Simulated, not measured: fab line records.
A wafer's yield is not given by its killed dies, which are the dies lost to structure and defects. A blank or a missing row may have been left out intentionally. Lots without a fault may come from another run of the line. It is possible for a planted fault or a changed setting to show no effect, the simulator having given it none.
Struck lot and sound lot, side by side	flow nandHarc	21 out of 1302 route steps
Sound: these wafers, L801.1, L801.2, L801.4. The struck wafers were L812.3, L812.5, L812.6. The cause comes at the end.
At each step with rows: each side's tool, then ch and its chambers, then its first start. Under that, the readings that differ: sound wafers	struck wafers	difference of the means	sigmas: that difference in standard deviations of wafers without a fault.
alike: words and numbers the same on both sides, and readings whose means are apart by under 2 such deviations; not compared: readings that were withheld, readings missing a value for some wafer, numbers with overlapping values and no deviation given by the record, and bounds like >300 which may hide the same value.
Wherever a step has rows on one side only, a row that says differs or no value, or a row with sigmas, the two part there. When numbers do not overlap yet have no deviation, they are printed without sigmas and do not part them. A reading missing from all wafers of one side parts the sides only when that side holds two or more wafers.

NHARC_P_CONTACT_CMP_24: polishes, t overpolish 30 s, target thk 200 nm.
  sound on cmp-04 ch 0,1,2, day 8 05:38; struck on cmp-02 ch 0,3, day 13 02:13
  alike: motorCurrentA, overpolishRunS, timeToEndpointS
following that, these wafers have no rows for 1 step: NHARC_P_CONTACT_SRD_26.
NHARC_P_CONTACT_INSPECT_27:
  sound on defectInspect-02 at day 8 06:00; struck on defectInspect-01 at day 13 02:37
  alike: rawDefectCount
then, 8 steps without rows for these wafers: NHARC_P_M0_DEP_00 (deposits SiOC, target thk 150 nm); NHARC_P_M0_DEHYDRATE_01 (time 120 s); NHARC_P_M0_HMDS_02 (time 30 s); NHARC_P_M0_COAT_33 (time 65 s); NHARC_P_M0_COAT_03 (resist thk 90 nm); NHARC_P_M0_SOFTBAKE_04 (time 55 s); NHARC_P_M0_EBR_05; NHARC_P_M0_EXPOSE_06 (exposes mask P M0, target cd 90 nm).
NHARC_P_M0_PEB_07: peb time 65 s.
  sound on lithoTrack-06 ch 0, day 8 06:42; struck on lithoTrack-01 ch 0, day 13 03:27
reading	sound	struck	difference	sigmas
heaterPowerTotalW (W)	156.3 157.0 156.8	155.3 155.3 154.2	-1.8	-4
plateTempC (C)	100.00 99.95 99.89	99.17 99.03 99.19	-0.82	-6
  alike: resistLineTempC
then, 1 step without rows for these wafers: NHARC_P_M0_DEVELOP_08 (develop time 35 s).
NHARC_P_M0_CD_MEAS_09 targets a cd of 90 nm.
  sound on cdSem-01 ch 0, day 8 06:47; struck on cdSem-01 ch 0, day 13 03:32
reading	sound	struck	difference	sigmas
cdNm (nm)	90.0 90.1 89.6	86.9 87.7 87.4	-2.6	-3
NHARC_P_M0_OVL_MEAS_10: pitch 180 nm.
  sound on overlay-01 at day 8 06:52; struck on overlay-01 at day 13 03:37
  alike: overlayXNm, overlayYNm
NHARC_P_M0_INSPECT_11:
  sound on defectInspect-01 at day 8 06:54; struck on defectInspect-02 at day 13 03:39
  alike: rawDefectCount
NHARC_P_M0_DESCUM_14: chemistry O2, time 3 s.
  sound on rieDiel-06 ch 0,1,3, day 8 06:59; struck on rieDiel-09 ch 2,3, day 13 03:43
reading	sound	struck	difference	sigmas
oesProductAu (a.u.)	1.003 1.000 0.974	1.013 1.003 1.030	+0.023	+2
model.P_M0.cdNm (nm)	89.34 89.8 89.87	87.31 86.74 88.24	-2.24	
  alike: drypumpMotorCurrentA, rfVppV, showerheadPlenumPTorr, throttleValvePct
  not compared: rfHoursCounterH
NHARC_P_M0_ETCH_34: etches the open film in N2/H2, target depth 40 nm, overetch 12 nm, time 43.94 s.
  sound on rieDiel-06 ch 0,1,2, day 8 07:15; struck on rieDiel-09 ch 1,2,3, day 13 03:49
  alike: drypumpMotorCurrentA, n2FlowSccm, oesProductAu, rfVppV, showerheadPlenumPTorr, throttleValvePct
  not compared: rfHoursCounterH
NHARC_P_M0_ETCH_15: etches the open film in C4F8/Ar, target depth 150 nm, overetch 15 nm, time 82.5 s.
  sound on rieDiel-06 ch 1,2,3; struck on rieDiel-09 ch 0,3
  alike: oesProductAu, rfVppV
  not compared: rfHoursCounterH, model.P_M0.cdNm
NHARC_P_M0_CD_MEAS_16:
  sound on cdSem-03 at day 8 07:28; struck on cdSem-01 at day 13 04:01
  alike: cdNm
following that, these wafers have no rows for 1 step: NHARC_END_SORT_01.

== WHERE THEY PART ==
Last at NHARC_P_M0_DESCUM_14 as far as this record goes, first at NHARC_P_M0_PEB_07. Later steps at which nothing parts them and some readings are alike: NHARC_P_M0_ETCH_34, NHARC_P_M0_ETCH_15, NHARC_P_M0_CD_MEAS_16.

WHY: what had been put in by the simulator
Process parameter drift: lithoTrack-01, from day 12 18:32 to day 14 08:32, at NHARC_P_M0_PEB_07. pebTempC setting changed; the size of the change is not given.
